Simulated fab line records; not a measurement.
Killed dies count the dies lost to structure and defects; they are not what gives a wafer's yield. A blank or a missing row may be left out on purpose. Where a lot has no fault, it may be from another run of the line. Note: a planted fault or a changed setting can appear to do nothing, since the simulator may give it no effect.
Matching of chambers :: flow n5Finfet :: N5_FIN_SAQP_ETCH_65 on rieSi-04 has 4 sister chambers
The step etches SiO2 in CF4, target depth 4 nm, time 4.4 s. 30 wafers are shown with their chamber, then 12 later ones without.

## WAFERS, EACH WITH ITS CHAMBER
wafer: L074.2
chamber: 0
throttleValvePct (%): 21.82
oesProductAu (a.u.): 0.995

wafer: L074.3
chamber: 3
throttleValvePct (%): 22.13
oesProductAu (a.u.): 0.999

wafer: L074.6
chamber: 1
throttleValvePct (%): 21.58
oesProductAu (a.u.): 1.018

wafer: L075.3
chamber: 3
throttleValvePct (%): 22.10
oesProductAu (a.u.): 0.986

wafer: L075.4
chamber: 2
throttleValvePct (%): 21.93
oesProductAu (a.u.): 0.976

wafer: L075.6
chamber: 2
throttleValvePct (%): 21.92
oesProductAu (a.u.): 0.969

wafer: L076.2
chamber: 0
throttleValvePct (%): 21.79
oesProductAu (a.u.): 0.997

wafer: L076.4
chamber: 3
throttleValvePct (%): 22.10
oesProductAu (a.u.): 0.996

wafer: L076.6
chamber: 1
throttleValvePct (%): 21.60
oesProductAu (a.u.): 1.019

wafer: L081.1
chamber: 3
throttleValvePct (%): 22.11
oesProductAu (a.u.): 1.001

wafer: L081.2
chamber: 2
throttleValvePct (%): 21.92
oesProductAu (a.u.): 0.970

wafer: L081.3
chamber: 1
throttleValvePct (%): 21.62
oesProductAu (a.u.): 1.025

wafer: L081.4
chamber: 0
throttleValvePct (%): 21.80
oesProductAu (a.u.): 0.998

wafer: L081.5
chamber: 3
throttleValvePct (%): 22.12
oesProductAu (a.u.): 0.998

wafer: L081.6
chamber: 2
throttleValvePct (%): 21.90
oesProductAu (a.u.): 0.965

wafer: L082.2
chamber: 3
throttleValvePct (%): 22.11
oesProductAu (a.u.): 0.992

wafer: L082.3
chamber: 0
throttleValvePct (%): 21.79
oesProductAu (a.u.): 0.988

wafer: L082.6
chamber: 0
throttleValvePct (%): 21.82
oesProductAu (a.u.): 0.996

wafer: L083.1
chamber: 0
throttleValvePct (%): 21.80
oesProductAu (a.u.): 0.993

wafer: L083.3
chamber: 3
throttleValvePct (%): 22.13
oesProductAu (a.u.): 0.987

wafer: L083.6
chamber: 2
throttleValvePct (%): 21.91
oesProductAu (a.u.): 0.966

wafer: L087.3
chamber: 0
throttleValvePct (%): 21.81
oesProductAu (a.u.): 0.998

wafer: L087.5
chamber: 1
throttleValvePct (%): 21.61
oesProductAu (a.u.): 1.015

wafer: L087.6
chamber: 2
throttleValvePct (%): 21.90
oesProductAu (a.u.): 0.971

wafer: L089.1
chamber: 2
throttleValvePct (%): 21.91
oesProductAu (a.u.): 0.969

wafer: L089.4
chamber: 0
throttleValvePct (%): 21.80
oesProductAu (a.u.): 0.992

wafer: L089.6
chamber: 3
throttleValvePct (%): 22.12
oesProductAu (a.u.): 0.997

wafer: L090.1
chamber: 3
throttleValvePct (%): 22.12
oesProductAu (a.u.): 0.997

wafer: L090.3
chamber: 2
throttleValvePct (%): 21.92
oesProductAu (a.u.): 0.977

wafer: L090.4
chamber: 0
throttleValvePct (%): 21.81
oesProductAu (a.u.): 1.013

SIGNATURES (averages over the wafers above)
reading: throttleValvePct
chamber 0: 21.8044
chamber 1: 21.6025
chamber 2: 21.9138
chamber 3: 22.1156
scatter within a chamber: 0.0119

reading: oesProductAu
chamber 0: 0.99667
chamber 1: 1.01925
chamber 2: 0.97037
chamber 3: 0.99478
scatter within a chamber: 0.00551
Rule: distance of a wafer from a chamber = root of the sum over the readings of ((wafer's reading minus chamber's mean) / reading's scatter) squared. The wafer belongs to the nearest chamber; if the next one is less than 2 further off, it can't be placed. The scatter: the root of (the sum of the squares of (reading less its chamber's mean) over the shown wafers, divided by (wafers less chambers)).

## WAFERS WITH NO CHAMBER GIVEN
wafer: L091.2
throttleValvePct (%): 21.91
oesProductAu (a.u.): 0.969

wafer: L091.3
throttleValvePct (%): 22.12
oesProductAu (a.u.): 0.998

wafer: L091.6
throttleValvePct (%): 21.91
oesProductAu (a.u.): 0.968

wafer: L092.3
throttleValvePct (%): 22.11
oesProductAu (a.u.): 1.000

wafer: L092.5
throttleValvePct (%): 21.90
oesProductAu (a.u.): 0.965

wafer: L092.6
throttleValvePct (%): 22.12
oesProductAu (a.u.): 0.995

wafer: L095.2
throttleValvePct (%): 21.91
oesProductAu (a.u.): 0.956

wafer: L095.4
throttleValvePct (%): 21.43
oesProductAu (a.u.): 1.013

wafer: L095.6
throttleValvePct (%): 21.81
oesProductAu (a.u.): 0.983

wafer: L097.4
throttleValvePct (%): 21.80
oesProductAu (a.u.): 0.991

wafer: L097.5
throttleValvePct (%): 22.13
oesProductAu (a.u.): 1.002

wafer: L097.6
throttleValvePct (%): 21.41
oesProductAu (a.u.): 1.013

## CHAMBER TAKEN BY EACH
wafer: L091.2
from the rows above: 2
in truth: 2

wafer: L091.3
from the rows above: 3
in truth: 3

wafer: L091.6
from the rows above: 2
in truth: 2

wafer: L092.3
from the rows above: 3
in truth: 3

wafer: L092.5
from the rows above: 2
in truth: 2

wafer: L092.6
from the rows above: 3
in truth: 3

wafer: L095.2
from the rows above: 2
in truth: 2

wafer: L095.4
from the rows above: 1
in truth: 1

wafer: L095.6
from the rows above: 0
in truth: 0

wafer: L097.4
from the rows above: 0
in truth: 0

wafer: L097.5
from the rows above: 3
in truth: 3

wafer: L097.6
from the rows above: 1
in truth: 1
Placed correctly: 12 of 12. Number that these rows cannot place: 0. Wrongly placed: 0.
